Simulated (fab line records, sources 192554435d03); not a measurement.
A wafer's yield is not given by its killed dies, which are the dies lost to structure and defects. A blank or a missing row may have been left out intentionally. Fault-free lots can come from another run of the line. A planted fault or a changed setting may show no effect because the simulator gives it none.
Code-filled problem report in 8D (eight disciplines) form | flow n5_finfet | the parts of the form that need people (team, actions taken, sign-off) are left out

1. WHAT IS WRONG
Wafers without a fault read 14, standard deviation 5.5; killed_at_M4_up at N5_PASSIVATION_PROBE_49 reads a mean of 335 on 9 wafers belonging to 3 lots. Relative to the usual mean, that is a shift of +58 standard deviations.
First seen on wafer L499.1, day 18 16:26, on prober-02. Wafers with a number at this step in the record: 30, from 10 lots. Rule for "out" (also "out of limits"): further than 4 standard deviations from the usual mean. All remaining wafers that have a number are taken as sound.

2. WHAT IT IS, WHAT IT ISN'T
question                    | is                                                                                                   | is not
which readings at this step | killed_at_M4_up, defect_limited_yield, killed_dies, sort_bin_5_function, sort_n_pass, sort_yield_pct | killed_at_M0_to_M3, killed_at_contacts, killed_at_other, killed_short, sort_bin_6_memory, sort_bin_8_speed
which lots                  | L496, L498, L499                                                                                     | L481, L485, L487, L488, L500, L501, L502
which wafers of those lots  | all that have a number                                                                               | -
read on which tools         | prober-01, prober-02                                                                                 | -
when                        | from day 18 16:26                                                                                    | up to then (12 sound wafers); but 9 sound wafers of L500, L501, L502 came after

3. SUSPECTS, AND WHAT RULES EACH OUT
Counting: a tool at any process step up to the reading remains a suspect when it ran all the lots that are out and ran no sound lot after the first of those.
- pecvd-02 at N5_BEOL_M7_PECVD_70 (deposits SiO2 from TEOS/O2, target thk 20 nm, time 22.7 s): kept. It processed each lot that is out, first L499 at day 15 08:02, and no sound lot thereafter; up to then, the last sound lot it processed was L488 at day 13 10:35.
After counting, what remains is pecvd-02 at N5_BEOL_M7_PECVD_70.

4. THE CAUSE (what the simulator had put in)
Skipped step whole: pecvd-02, from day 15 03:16 on, at N5_BEOL_M7_PECVD_70. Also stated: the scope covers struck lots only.
Only this tool survived the counting.

5. THE CHAIN OF EFFECTS, in route order
Each row: a reading where the mean over the struck wafers with a number is more than 3 standard deviations away from the usual. Only readings for which the record gives a usual standard deviation are gone through. hours: the time from each lot's start at the first step in this table that gives one to its start at this step, as a median over the lots. sigmas: the change in usual standard deviations.
hours | step                    | reading              | usual  | on struck wafers | change | sigmas
0     | N5_PASSIVATION_PROBE_49 | defect_limited_yield | 91.3 % | 63.7             | -27.6  | -20
0     | N5_PASSIVATION_PROBE_49 | killed_at_M4_up      | 14     | 335              | +321   | +58
0     | N5_PASSIVATION_PROBE_49 | killed_dies          | 103    | 429              | +326   | +19
0     | N5_PASSIVATION_PROBE_49 | killed_on_rim        | 13     | 75               | +62    | +14
0     | N5_PASSIVATION_PROBE_49 | sort_bin_5_function  | 5.1 %  | 32.5             | +27.4  | +28
0     | N5_PASSIVATION_PROBE_49 | sort_n_pass          | 1077   | 751              | -326   | -19
0     | N5_PASSIVATION_PROBE_49 | sort_yield_pct       | 91.2 % | 63.7             | -27.5  | -20
The process steps in it:
- N5_PASSIVATION_PROBE_49
Readings that are blank on the struck wafers while sound wafers have them: chamber_pressure_Torr at N5_BEOL_M7_PECVD_70; heater_power_outer_w at N5_BEOL_M7_PECVD_70; heater_power_w at N5_BEOL_M7_PECVD_70; showerhead_plenum_p_Torr at N5_BEOL_M7_PECVD_70; throttle_valve_pct at N5_BEOL_M7_PECVD_70.

6. WHAT WOULD HAVE CAUGHT IT SOONER
First out-of-limits reading in this record: day 18 16:26, which is 85 hours after fault onset at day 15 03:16.
At N5_BEOL_M7_PECVD_70 the tool's readings are blank on the struck wafers, where sound wafers have them: an empty tool record is the first sign, and it was there at once.
All the lots that are out (3) had begun N5_BEOL_M7_PECVD_70 on pecvd-02 by day 18 16:26. None of them would have been spared by holding the tool at that moment.
